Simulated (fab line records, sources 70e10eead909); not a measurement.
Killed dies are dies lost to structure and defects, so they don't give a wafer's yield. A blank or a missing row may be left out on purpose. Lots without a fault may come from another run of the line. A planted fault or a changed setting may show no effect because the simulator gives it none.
A struck lot beside a sound one | flow nand_harc | 38 steps out of a route of 1159
Sound: wafers L117.3, L117.5, L117.6. Struck: wafer L103.6. (L103.4, L103.5 of the same lot were not struck and are left out.) The cause comes at the end.
At each step with rows: each side's tool, then ch and its chambers, then its first start. Under that, the readings that differ: sound wafers | struck wafers | difference of the means | sigmas: that difference in standard deviations of wafers without a fault.
alike: readings whose means differ by less than 2 such deviations, and words and numbers that are the same on both sides. not compared: withheld readings, readings that some wafer has no value for, bounds like >300 that may hide the same value, and numbers for which the record gives no deviation and whose values overlap.
The two part at a step that has a row with sigmas, a row that says differs or no value, or rows on one side only. Numbers that don't overlap but have no deviation are shown without sigmas and don't part them. A reading that every wafer of one side lacks parts them only if that side has two wafers or more.

first, 11 steps without rows for these wafers: NHARC_A_CONTACT_ETCH_131 (etches the open film in C4F8/O2/Ar, time 155 s, target depth 956 nm); NHARC_A_CONTACT_ETCH_132 (etches the open film in C4F8/O2/Ar, time 156 s, target depth 958 nm); NHARC_A_CONTACT_ETCH_133 (etches the open film in C4F8/O2/Ar, time 195 s, target depth 840 nm); NHARC_A_CONTACT_ETCH_91 (etches the open film in CH3F/O2, target depth 40 nm, time 85.7 s); NHARC_A_CONTACT_ETCH_97 (etches the open film in C4F6/O2, target depth 20 nm, time 10 s); NHARC_A_CONTACT_STRIP_103 (strips in N2/H2); NHARC_A_CONTACT_STRIP_104 (strips in CF4/CHF3); NHARC_A_CONTACT_STRIP_105 (strips in O2/COS); NHARC_A_CONTACT_ETCH_106 (etches the open film in CF4/O2, target depth 60 nm, overetch 6 nm, time 33 s); NHARC_A_CONTACT_STRIP_82 (strips in O2); NHARC_A_CONTACT_STRIP_83 (strips in post etch residue remover, time 600 s).
NHARC_A_CONTACT_DEP_84: deposits aC, target thk 2000 nm.
  sound on acl_dep-03 ch 0, day 22 11:58; struck on acl_dep-02 ch 0, day 19 09:50
  alike: throttle_valve_pct
then, 25 steps without rows for these wafers: NHARC_A_CONTACT_DEP_85 (deposits SiON, target thk 50 nm); NHARC_A_CONTACT_DEHYDRATE_00 (time 120 s); NHARC_A_CONTACT_HMDS_01 (time 30 s); NHARC_A_CONTACT_COAT_86 (time 75 s); NHARC_A_CONTACT_COAT_87 (time 65 s); NHARC_A_CONTACT_COAT_02 (resist thk 90 nm); NHARC_A_CONTACT_SOFTBAKE_03 (time 55 s); NHARC_A_CONTACT_EBR_04; NHARC_A_CONTACT_EXPOSE_05 (exposes mask A CC); NHARC_A_CONTACT_PEB_06 (peb time 65 s); NHARC_A_CONTACT_DEVELOP_07 (develop time 35 s); NHARC_A_CONTACT_DESCUM_13 (chemistry O2, time 3 s); NHARC_A_CONTACT_ETCH_88 (etches the open film in CF4, target depth 39 nm, time 65 s); NHARC_A_CONTACT_ETCH_89 (etches the open film in N2/H2, target depth 260 nm, time 475.3 s); NHARC_A_CONTACT_ETCH_30 (etches the open film in CF4/CHF3, target depth 60.5 nm, time 30.2 s); NHARC_A_CONTACT_ETCH_31 (etches the open film in O2/COS, target depth 2000 nm, time 520 s); NHARC_A_CONTACT_ETCH_134 (etches the open film in C4F8/O2/Ar, time 140 s, target depth 700 nm); NHARC_A_CONTACT_ETCH_135 (etches the open film in C4F8/O2/Ar, time 132 s, target depth 1287 nm); NHARC_A_CONTACT_ETCH_136 (etches the open film in C4F8/O2/Ar, time 132 s, target depth 1287 nm); NHARC_A_CONTACT_ETCH_137 (etches the open film in C4F8/O2/Ar, time 132 s, target depth 1287 nm); NHARC_A_CONTACT_ETCH_138 (etches the open film in C4F8/O2/Ar, time 132 s, target depth 1289 nm); NHARC_A_CONTACT_ETCH_139 (etches the open film in C4F8/O2/Ar, time 137 s, target depth 590 nm); NHARC_A_CONTACT_ETCH_92 (etches the open film in CH3F/O2, target depth 40 nm, time 85.7 s); NHARC_A_CONTACT_ETCH_98 (etches the open film in C4F6/O2, target depth 20 nm, time 10 s); NHARC_A_CONTACT_STRIP_107 (strips in N2/H2).
-- the record jumps here: 3 days lie between the struck wafers' starts before and after (it left off in module A_CONTACT and takes up again in module END, whose first step shown is number 1159 of the route) --
NHARC_END_SORT_01:
  the record has rows for the struck wafers here (prober-01 ch 0, day 21 22:27) and none for the sound ones

WHERE THEY PART
Only at NHARC_END_SORT_01, within this record.

WHY: what the simulator had put in
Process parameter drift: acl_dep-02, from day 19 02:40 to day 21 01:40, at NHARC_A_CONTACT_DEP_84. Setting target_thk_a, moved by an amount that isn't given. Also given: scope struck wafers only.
